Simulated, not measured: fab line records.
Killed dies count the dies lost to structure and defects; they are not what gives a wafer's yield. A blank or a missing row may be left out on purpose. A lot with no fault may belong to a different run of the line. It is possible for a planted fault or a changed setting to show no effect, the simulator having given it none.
Which of the tools did it?	flow nand harc	Sampling: 24 lots, 72 wafers, 6 of 1159 route steps

## WHAT EACH GAUGE READ, for each wafer
The record holds no reading of a measuring or inspecting step that can be judged against a usual standard deviation.

## WHAT TOOL EACH LOT RAN ON (gives the tool, then ch and the chambers of the sampled wafers, and finally the start)
lot	NHARC_P_GATE_STRIP_75	NHARC_P_CONTACT_ALD_22	NHARC_P_M0_PRE_CLEAN_31	NHARC_P_M2_ETCH_35	NHARC_P_M2_PRE_CLEAN_30	NHARC_P_M2_ANNEAL_31
L074	plasma asher-02 ch 1, day 5 06:46	ald metal-01 ch 1,3, day 5 16:17	pecvd-04 ch 1,2, day 6 05:46	rie diel-11 ch 0,2,3, day 6 11:31	pvd sputter-01, day 6 13:16 or earlier	rtp anneal-01 ch 0, day 6 13:16
L075	plasma asher-02 ch 0,1, day 5 17:34	ald metal-04 ch 0,1,2, day 6 03:02	pecvd-01 ch 1,2, day 6 12:40	rie diel-11 ch 0,1,3, day 6 18:26	pvd sputter-01, day 6 20:10 or earlier	rtp anneal-02 ch 0, day 6 20:10
L076	plasma asher-02 ch 0,1, day 5 19:32	ald metal-02 ch 0,2, day 6 05:05	pecvd-02 ch 1,2, day 6 16:29	rie diel-07 ch 0,1, day 6 22:15	pvd sputter-01, day 7 00:05 or earlier	rtp anneal-02 ch 0, day 7 00:05
L077	plasma asher-02 ch 0,1, day 6 02:03	ald metal-01 ch 0,2,3, day 6 11:29	pecvd-02 ch 0,1,2, day 6 22:23	rie diel-11 ch 0,1,2, day 7 04:02	pvd sputter-01, day 7 05:01	rtp anneal-02 ch 0, day 7 05:45
L078	plasma asher-01 ch 0,1, day 6 03:27	ald metal-04 ch 0,1,3, day 6 12:41	pecvd-01 ch 0,1,2, day 7 01:30	rie diel-11 ch 0,3, day 7 07:12	pvd sputter-03, day 7 08:55 or earlier	rtp anneal-02 ch 0, day 7 08:55
L080	plasma asher-02 ch 0,1, day 6 12:08	ald metal-02 ch 0,1, day 6 21:43	pecvd-01 ch 0,1,2, day 7 03:50	rie diel-07 ch 0,1,2, day 7 09:43	pvd sputter-01, day 7 11:27 or earlier	rtp anneal-01 ch 0, day 7 11:27
L079	plasma asher-01 ch 0,1, day 6 13:20	ald metal-04 ch 0,2,3, day 6 22:35	pecvd-04 ch 0,1, day 7 04:13	rie diel-11 ch 0,1,2, day 7 09:55	pvd sputter-02, day 7 11:41 or earlier	rtp anneal-02 ch 0, day 7 11:41
L081	plasma asher-02 ch 0,1, day 6 21:09	ald metal-02 ch 0,2,3, day 7 06:48	pecvd-01 ch 1,2, day 7 16:06	rie diel-07 ch 2,3, day 7 22:10	pvd sputter-02, day 8 00:00 or earlier	rtp anneal-02 ch 0, day 8 00:00
L082	plasma asher-01 ch 0,1, day 7 04:34	ald metal-04 ch 0,1, day 7 13:32	pecvd-01 ch 0,1,2, day 7 18:25	rie diel-03 ch 0,1, day 8 00:14	pvd sputter-01, day 8 02:00 or earlier	rtp anneal-02 ch 0, day 8 02:00
L083	plasma asher-01 ch 0,1, day 7 17:56	ald metal-01 ch 0,1,2, day 8 03:37	pecvd-01 ch 0,1,2, day 8 08:51	rie diel-11 ch 0,1,2, day 8 14:39	pvd sputter-03, day 8 16:37 or earlier	rtp anneal-01 ch 0, day 8 16:37
L085	plasma asher-02 ch 0,1, day 8 02:04	ald metal-01 ch 0,1,2, day 8 11:25	pecvd-01 ch 0,1, day 8 16:19	rie diel-03 ch 0,1,3, day 8 22:04	pvd sputter-03, day 8 23:58 or earlier	rtp anneal-01 ch 0, day 8 23:58
L084	plasma asher-01 ch 0,1, day 8 02:47	ald metal-04 ch 0,3, day 8 12:11	pecvd-04 ch 1,2, day 8 17:17	rie diel-07 ch 0,1,2, day 8 23:04	pvd sputter-02, day 9 00:50 or earlier	rtp anneal-01 ch 0, day 9 00:50
L088	plasma asher-01 ch 0,1, day 8 11:49	ald metal-04 ch 0,3, day 8 21:13	pecvd-02 ch 0,2, day 9 05:38	rie diel-11 ch 0,3, day 9 11:40	pvd sputter-02, day 9 13:22 or earlier	rtp anneal-02 ch 0, day 9 13:22
L087	plasma asher-02 ch 0,1, day 8 12:30	ald metal-04 ch 0,1, day 8 22:16	pecvd-01 ch 1,2, day 9 06:41	rie diel-07 ch 0,1,2, day 9 12:59	pvd sputter-01, day 9 14:39 or earlier	rtp anneal-01 ch 0, day 9 14:39
L086	plasma asher-01 ch 0,1, day 8 13:01	ald metal-01 ch 0,2,3, day 8 23:20	pecvd-02 ch 0,1, day 9 07:16	rie diel-03 ch 0,1,3, day 9 13:26	pvd sputter-03, day 9 15:06 or earlier	rtp anneal-02 ch 0, day 9 15:06
L090	plasma asher-01 ch 0,1, day 9 07:19	ald metal-01 ch 1,2, day 9 16:58	pecvd-01 ch 0,2, day 10 00:39	rie diel-07 ch 0,1, day 10 06:37	pvd sputter-03, day 10 08:21 or earlier	rtp anneal-02 ch 0, day 10 08:21
L089	plasma asher-02 ch 0,1, day 9 07:31	ald metal-04 ch 1,2, day 9 16:59	pecvd-04 ch 0,1,2, day 10 01:15	rie diel-11 ch 0,1,2, day 10 07:19	pvd sputter-02, day 10 09:00 or earlier	rtp anneal-02 ch 0, day 10 09:00
L091	plasma asher-02 ch 0,1, day 9 13:35	ald metal-02 ch 0,2, day 9 22:54	pecvd-01 ch 0,2, day 10 07:54	rie diel-03 ch 1,3, day 10 14:06	pvd sputter-01, day 10 15:56 or earlier	rtp anneal-02 ch 0, day 10 15:56
L092	plasma asher-01 ch 0,1, day 9 13:45	ald metal-01 ch 0,3, day 9 23:39	pecvd-02 ch 0,2, day 10 08:37	rie diel-03 ch 0,2,3, day 10 14:48	pvd sputter-01, day 10 17:04 or earlier	rtp anneal-01 ch 0, day 10 17:04
L094	plasma asher-02 ch 0,1, day 10 00:04	ald metal-01 ch 0,3, day 10 09:28	pecvd-01 ch 0,1, day 10 17:37	rie diel-11 ch 1,2, day 10 23:23	pvd sputter-02, day 11 01:09 or earlier	rtp anneal-02 ch 0, day 11 01:09
L093	plasma asher-01 ch 0,1, day 10 00:14	ald metal-02 ch 1,3, day 10 09:52	pecvd-02 ch 1,2, day 10 18:29	rie diel-11 ch 0,1,2, day 11 00:13	pvd sputter-02, day 11 02:04 or earlier	rtp anneal-02 ch 0, day 11 02:04
L095	plasma asher-01 ch 0,1, day 10 15:57	ald metal-04 ch 1,2,3, day 11 02:46	pecvd-02 ch 1,2, day 11 12:47	rie diel-11 ch 0,1,2, day 11 18:16	pvd sputter-01, day 11 20:02 or earlier	rtp anneal-02 ch 0, day 11 20:02
L096	plasma asher-01 ch 0,1, day 10 21:47	ald metal-01 ch 2,3, day 11 07:15	pecvd-02 ch 0,1, day 11 15:16	rie diel-11 ch 1,2, day 11 21:03	pvd sputter-02, day 11 22:49 or earlier	rtp anneal-02 ch 0, day 11 22:49
L097	plasma asher-01 ch 0,1, day 11 03:50	ald metal-02 ch 0,2,3, day 11 13:23	pecvd-02 ch 0,2, day 12 02:56	rie diel-07 ch 0,1,3, day 12 09:09	pvd sputter-01, day 12 10:52 or earlier	rtp anneal-01 ch 0, day 12 10:52
- NHARC_P_GATE_STRIP_75: strips in O2.
- NHARC_P_CONTACT_ALD_22: deposits TiN, target thk 3 nm, pulse time 1 s, ald cycles 150.
- NHARC_P_M0_PRE_CLEAN_31: time 12 s.
- NHARC_P_M2_ETCH_35: etches the open film in N2/H2, target depth 40 nm, overetch 12 nm, time 43.94 s.
- NHARC_P_M2_PRE_CLEAN_30: time 30 s.
- NHARC_P_M2_ANNEAL_31: time 90 s.

## WHAT THE TOOLS THEMSELVES READ (means of the sampled wafers that have a number; where no wafer has one, the mark that the record gives instead)
NHARC_P_GATE_STRIP_75. Usual: drypump motor current A 5.7 A, standard deviation 0.32; heater power w 346 W, standard deviation 40.
lot	tool	drypump motor current A (A)	heater power w (W)	flag
L074	plasma asher-02	5.3	328	
L075	plasma asher-02	5.5	359	
L076	plasma asher-02	5.8	393	
L077	plasma asher-02	5.5	364	
L078	plasma asher-01	5.8	322	
L080	plasma asher-02	5.8	393	
L079	plasma asher-01	5.8	322	
L081	plasma asher-02	5.8	390	
L082	plasma asher-01	5.6	321	
L083	plasma asher-01	5.8	321	
L085	plasma asher-02	5.8	392	
L084	plasma asher-01	5.9	319	
L088	plasma asher-01	5.7	325	
L087	plasma asher-02	5.8	392	
L086	plasma asher-01	5.6	324	
L090	plasma asher-01	5.8	322	
L089	plasma asher-02	5.5	355	
L091	plasma asher-02	5.5	351	
L092	plasma asher-01	5.7	320	
L094	plasma asher-02	5.8	374	
L093	plasma asher-01	5.8	320	
L095	plasma asher-01	5.7	327	
L096	plasma asher-01	5.9	324	
L097	plasma asher-01	5.6	319	

NHARC_P_CONTACT_ALD_22. Usual: heater power w 1059 W, standard deviation 150; precursor pulse height rel 0.996, standard deviation 0.022.
lot	tool	heater power w (W)	precursor pulse height rel	flag
L074	ald metal-01	1191	0.991	
L075	ald metal-04	1027	1.009	
L076	ald metal-02	954	0.984	
L077	ald metal-01	1117	0.977	
L078	ald metal-04	1095	1.003	
L080	ald metal-02	925	1.021	
L079	ald metal-04	1043	1.027	
L081	ald metal-02	933	1.004	
L082	ald metal-04	1114	0.977	
L083	ald metal-01	959	0.981	
L085	ald metal-01	954	1.008	
L084	ald metal-04	1040	0.998	
L088	ald metal-04	1057	0.993	
L087	ald metal-04	1135	0.999	
L086	ald metal-01	1124	0.985	
L090	ald metal-01	916	0.975	
L089	ald metal-04	1032	1.009	
L091	ald metal-02	958	0.996	
L092	ald metal-01	1090	1.000	
L094	ald metal-01	1085	0.991	
L093	ald metal-02	1064	1.006	
L095	ald metal-04	1136	0.999	
L096	ald metal-01	1269	0.989	
L097	ald metal-02	972	0.988	

NHARC_P_M0_PRE_CLEAN_31. Usual: heater power w at 657 W, with a standard deviation of 90.
lot	tool	heater power w (W)	flag
L074	pecvd-04	727	
L075	pecvd-01	649	
L076	pecvd-02	510	
L077	pecvd-02	567	
L078	pecvd-01	703	
L080	pecvd-01	730	
L079	pecvd-04	657	
L081	pecvd-01	765	
L082	pecvd-01	690	
L083	pecvd-01	719	
L085	pecvd-01	689	
L084	pecvd-04	713	
L088	pecvd-02	549	
L087	pecvd-01	725	
L086	pecvd-02	678	
L090	pecvd-01	731	
L089	pecvd-04	709	
L091	pecvd-01	733	
L092	pecvd-02	630	
L094	pecvd-01	651	
L093	pecvd-02	526	
L095	pecvd-02	513	
L096	pecvd-02	685	
L097	pecvd-02	509	

NHARC_P_M2_ETCH_35. Usual: chamber pressure mTorr 29.999 mTorr, standard deviation 0.027; drypump motor current A 5.4 A, standard deviation 0.32; oes product au 0.999 a.u., standard deviation 0.011; rf vpp V 431.6 V, standard deviation 2.9; showerhead plenum p Torr 2.08 Torr, standard deviation 0.1; throttle valve pct 14.170 %, standard deviation 0.0089.
lot	tool	chamber pressure mTorr (mTorr)	drypump motor current A (A)	oes product au (a.u.)	rf vpp V (V)	showerhead plenum p Torr (Torr)	throttle valve pct (%)	flag
L074	rie diel-11	29.989	5.2	1.002	429.3	2.01	14.172	
L075	rie diel-11	29.998	5.3	1.007	432.0	2.10	14.172	
L076	rie diel-07	30.014	5.4	0.998	433.4	2.15	14.177	
L077	rie diel-11	30.006	5.5	1.007	431.8	2.08	14.165	
L078	rie diel-11	29.978	5.1	1.013	431.3	2.09	14.179	
L080	rie diel-07	29.960	5.3	1.001	433.4	2.13	14.179	
L079	rie diel-11	30.021	5.5	1.011	430.7	2.08	14.164	
L081	rie diel-07	30.023	5.5	0.989	433.0	2.13	14.167	
L082	rie diel-03	29.991	5.8	1.002	430.9	2.05	14.170	
L083	rie diel-11	30.003	5.5	1.013	431.2	2.08	14.164	
L085	rie diel-03	29.983	5.8	0.996	429.1	2.00	14.168	
L084	rie diel-07	29.994	5.3	1.000	433.2	2.13	14.178	
L088	rie diel-11	30.005	5.2	1.003	431.2	2.09	14.165	
L087	rie diel-07	30.010	5.3	1.003	432.1	2.12	14.171	
L086	rie diel-03	29.996	5.8	0.989	429.0	2.00	14.168	
L090	rie diel-07	30.023	5.4	1.008	433.6	2.14	14.172	
L089	rie diel-11	29.999	5.4	0.996	430.8	2.08	14.162	
L091	rie diel-03	30.009	5.8	1.000	434.6	2.18	14.162	
L092	rie diel-03	29.967	5.2	0.993	432.0	2.12	14.166	
L094	rie diel-11	30.003	5.5	0.987	429.6	2.00	14.173	
L093	rie diel-11	30.011	5.4	0.992	432.0	2.08	14.173	
L095	rie diel-11	29.989	5.5	1.006	433.0	2.08	14.163	
L096	rie diel-11	30.001	5.5	0.993	429.9	2.00	14.169	
L097	rie diel-07	30.003	5.4	0.992	432.8	2.14	14.174	

NHARC_P_M2_PRE_CLEAN_30. Usual: heater power w at 402 W, with a standard deviation of 45.
lot	tool	heater power w (W)	flag
L074	pvd sputter-01	375	
L075	pvd sputter-01	382	
L076	pvd sputter-01	380	
L077	pvd sputter-01	388	
L078	pvd sputter-03	385	
L080	pvd sputter-01	369	
L079	pvd sputter-02	393	
L081	pvd sputter-02	424	
L082	pvd sputter-01	417	
L083	pvd sputter-03	393	
L085	pvd sputter-03	397	
L084	pvd sputter-02	474	
L088	pvd sputter-02	392	
L087	pvd sputter-01	402	
L086	pvd sputter-03	387	
L090	pvd sputter-03	389	
L089	pvd sputter-02	440	
L091	pvd sputter-01	389	
L092	pvd sputter-01	388	
L094	pvd sputter-02	439	
L093	pvd sputter-02	432	
L095	pvd sputter-01	402	
L096	pvd sputter-02	490	
L097	pvd sputter-01	403	

NHARC_P_M2_ANNEAL_31. Usual: anneal temp c max 226.5, standard deviation 0.38; wafer_temp_C_max 225.91, standard deviation 0.29.
lot	tool	anneal temp c max	wafer_temp_C_max	flag
L074	rtp anneal-01	226.1	225.69	
L075	rtp anneal-02	226.6	225.90	
L076	rtp anneal-02	226.6	225.83	
L077	rtp anneal-02	226.5	225.82	
L078	rtp anneal-02	226.8	225.67	
L080	rtp anneal-01	226.2	226.19	
L079	rtp anneal-02	226.5	225.92	
L081	rtp anneal-02	226.6	225.56	
L082	rtp anneal-02	226.7	225.51	
L083	rtp anneal-01	226.1	225.69	
L085	rtp anneal-01	226.1	225.83	
L084	rtp anneal-01	226.3	225.73	
L088	rtp anneal-02	226.9	225.93	
L087	rtp anneal-01	226.3	225.91	
L086	rtp anneal-02	226.8	225.69	
L090	rtp anneal-02	226.4	226.19	
L089	rtp anneal-02	226.6	225.57	
L091	rtp anneal-02	226.6	226.11	
L092	rtp anneal-01	226.3	226.23	
L094	rtp anneal-02	227.3	225.74	
L093	rtp anneal-02	226.4	225.86	
L095	rtp anneal-02	226.6	225.93	
L096	rtp anneal-02	226.8	226.15	
L097	rtp anneal-01	226.3	226.24	

## THE ANSWER, worked out from the rows above alone
Rule: a lot is off if the mean of its wafers that have a number lies more than 3 standard deviations from the usual mean. Also off: a lot with no number at a reading for which 4 or more lots have one. The other lots that the step has rows for count as sound. The gauges are gone through in route order, then the tools' own readings, and for those a lot's mean is taken as printed above. The first step at which some lot is off is used, and at that step the reading that is off furthest; a lot without a number counts as furthest.
Across all readings shown, no lot is off: no conclusion can be drawn from this.

## WHAT WAS PUT IN BY THE SIMULATOR
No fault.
